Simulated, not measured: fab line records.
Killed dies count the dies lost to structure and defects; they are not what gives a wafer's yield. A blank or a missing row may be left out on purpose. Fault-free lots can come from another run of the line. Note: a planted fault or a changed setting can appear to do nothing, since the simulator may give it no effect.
Chamber matching / flow n5 finfet / N5_BEOL_M0_SAQP_ETCH_107 on rie diel-01: 4 sister chambers
The step etches SiNx in CH3F/O2, target depth 30 nm. 4 wafers are shown with their chamber, then 11 later ones without.

== WAFERS WITH THEIR CHAMBER ==
wafer=L086.3; chamber=0; showerhead plenum p Torr (Torr)=2.00
wafer=L086.4; chamber=3; showerhead plenum p Torr (Torr)=1.90
wafer=L088.6; chamber=2; showerhead plenum p Torr (Torr)=2.06
wafer=L091.3; chamber=1; showerhead plenum p Torr (Torr)=1.99

== WAFERS WITHOUT THEIR CHAMBER ==
wafer=L091.4; showerhead plenum p Torr (Torr)=2.00
wafer=L091.6; showerhead plenum p Torr (Torr)=1.89
wafer=L093.1; showerhead plenum p Torr (Torr)=2.00
wafer=L093.2; showerhead plenum p Torr (Torr)=2.05
wafer=L093.4; showerhead plenum p Torr (Torr)=1.89
wafer=L095.1; showerhead plenum p Torr (Torr)=1.99
wafer=L095.4; showerhead plenum p Torr (Torr)=1.99
wafer=L095.5; showerhead plenum p Torr (Torr)=1.99
wafer=L097.1; showerhead plenum p Torr (Torr)=1.99
wafer=L097.5; showerhead plenum p Torr (Torr)=1.99
wafer=L097.6; showerhead plenum p Torr (Torr)=1.99

== WHICH CHAMBER EACH ONE RAN IN ==
wafer=L091.4; from the rows above=can't be placed: 0 or 1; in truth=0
wafer=L091.6; from the rows above=3; in truth=3
wafer=L093.1; from the rows above=can't be placed: 0 or 1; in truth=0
wafer=L093.2; from the rows above=2; in truth=2
wafer=L093.4; from the rows above=3; in truth=3
wafer=L095.1; from the rows above=can't be placed: 1 or 0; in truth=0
wafer=L095.4; from the rows above=can't be placed: 1 or 0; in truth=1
wafer=L095.5; from the rows above=can't be placed: 1 or 0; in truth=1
wafer=L097.1; from the rows above=can't be placed: 1 or 0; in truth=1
wafer=L097.5; from the rows above=can't be placed: 1 or 0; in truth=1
wafer=L097.6; from the rows above=can't be placed: 1 or 0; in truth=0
3 of 11 placed correctly. These rows do not allow placing 8 (true chamber among the candidates in 8). Placed wrongly: 0.
How it was worked out, from the rows above alone: a wafer's distance from a chamber is the root of the sum, over the readings, of the square of ((its reading less the chamber's mean) divided by the reading's scatter). If the next closest chamber is less than 2 further off than the closest, the wafer can't be placed; otherwise it belongs to the closest. Each chamber's mean is taken over the wafers shown for it. The scatter: with one shown wafer a chamber, the root of the mean of the squares of how far each hidden wafer lies from its nearest shown one.
